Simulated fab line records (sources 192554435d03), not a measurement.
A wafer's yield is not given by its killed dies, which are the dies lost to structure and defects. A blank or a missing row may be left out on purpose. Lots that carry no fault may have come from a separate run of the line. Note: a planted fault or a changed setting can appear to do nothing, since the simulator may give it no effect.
Split-lot trial -- flow n5-finfet -- on a route of 1938 steps: 7 lots, 21 wafers read

ON THE SPLIT
At N5_BEOL_M11_COAT_22 (resist thk 90 nm), the setting spin-rpm was moved away from the recipe's 1500 rpm on 7 of the 21 wafers read, by -6.2% to +6.3%. The other wafers ran this setting at the recipe's value.

FROM THE SPLIT TO THE READING: what the file shows between them, 5 steps
- N5_BEOL_M11_EBR_24
- N5_BEOL_M11_SOFTBAKE_23: time 60 s
- N5_BEOL_M11_EXPOSE_25: exposes mask V10
- N5_BEOL_M11_PEB_26: peb time 60 s
- N5_BEOL_M11_DEVELOP_27: develop time 30 s

THE READING
CAR-ArF_of_BEOL_M11_COAT_22.thk-nm (the simulator's own value, which no gauge read), in nm, at N5_BEOL_M11_DESCUM_33 (chemistry O2, time 7.9 s). The file gives no usual value for it. Across the 14 wafers here that went through the recipe, the average is 83.4 nm and the standard deviation 0.25 nm.

wafer,"tool, chamber at the split","spin-rpm as run, rpm",against the recipe,"CAR-ArF_of_BEOL_M11_COAT_22.thk-nm, nm",against lot-mates on the recipe
L074.3,"litho-track-03, 0",1500,recipe,83.2,-
L074.4,"litho-track-03, 0",1500,recipe,83.4,-
L074.6,"litho-track-03, 0",1407,-6.2%,86.6,+3.3
L082.3,"litho-track-03, 0",1500,recipe,83,-
L082.4,"litho-track-03, 0",1500,recipe,83,-
L082.5,"litho-track-03, 0",1500,recipe,83,-
L084.2,"litho-track-01, 0",1500,recipe,83.4,-
L084.6,"litho-track-01, 0",1500,recipe,83.4,-
L084.5,"litho-track-01, 0",1500,recipe,83.2,-
L087.2,"litho-track-04, 0",1441,-3.9%,85.6,+1.8
L087.3,"litho-track-04, 0",1441,-3.9%,85.6,+1.8
L087.4,"litho-track-04, 0",1500,recipe,83.8,-
L089.3,"litho-track-04, 0",1500,recipe,83.4,-
L089.4,"litho-track-04, 0",1595,+6.3%,80.6,-2.8
L089.6,"litho-track-04, 0",1595,+6.3%,80.6,-2.8
L096.1,"litho-track-01, 0",1500,recipe,83.4,-
L096.2,"litho-track-01, 0",1500,recipe,83.6,-
L096.6,"litho-track-01, 0",1500,recipe,83.8,-
L097.4,"litho-track-03, 0",1562,+4.1%,81.2,-2.2
L097.6,"litho-track-03, 0",1562,+4.1%,81.2,-2.2
L097.5,"litho-track-03, 0",1500,recipe,83.4,-

THE FIT
A straight line over all 21 wafers: CAR-ArF_of_BEOL_M11_COAT_22.thk-nm changes by -0.495 nm for each +1% of spin-rpm; r = -0.99; the points scatter about the line by 0.26 nm.
The same after taking each lot's own level away (the mean of its wafers on the recipe; 21 wafers): -0.481 nm for each +1%; r = -0.99; scatter 0.15 nm.
According to that fit, moving spin-rpm by its largest amount changes the reading by 3 nm.
Across the lots, their own levels run from 83.00 to 83.80 nm, a range of 3.2 times the standard deviation given above.
The two slopes agree, so the slope changes little with the lot-to-lot level.
Check: -3.11 nm against its lot-mates is what the line predicts for one of the wafers moved furthest among these (+6.3%) when that wafer is left out of the fit. It came out at -2.8 nm against them.

THE WHOLE CHAIN: every reading that the file lists as answering this split, in the file's order
step,what it does,reading,change (the file's fit),r (the file's)
N5_BEOL_M11_COAT_22,resist thk 90 nm,"CAR-ArF_of_BEOL_M11_COAT_22.thk-nm (the simulator's own value, which no gauge read)",-0.473 nm for each +1% of the setting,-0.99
N5_BEOL_M11_DEVELOP_27,develop time 30 s,"CAR-ArF_of_BEOL_M11_COAT_22.thk-nm (the simulator's own value, which no gauge read)",-0.463 nm for each +1% of the setting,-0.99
N5_BEOL_M11_DESCUM_33,"chemistry O2, time 7.9 s","CAR-ArF_of_BEOL_M11_COAT_22.thk-nm (the simulator's own value, which no gauge read)",-0.489 nm for each +1% of the setting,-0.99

FILE'S OWN FIT
CAR-ArF_of_BEOL_M11_COAT_22.thk-nm changes by -0.489 nm for each +1% of spin-rpm, r = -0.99.
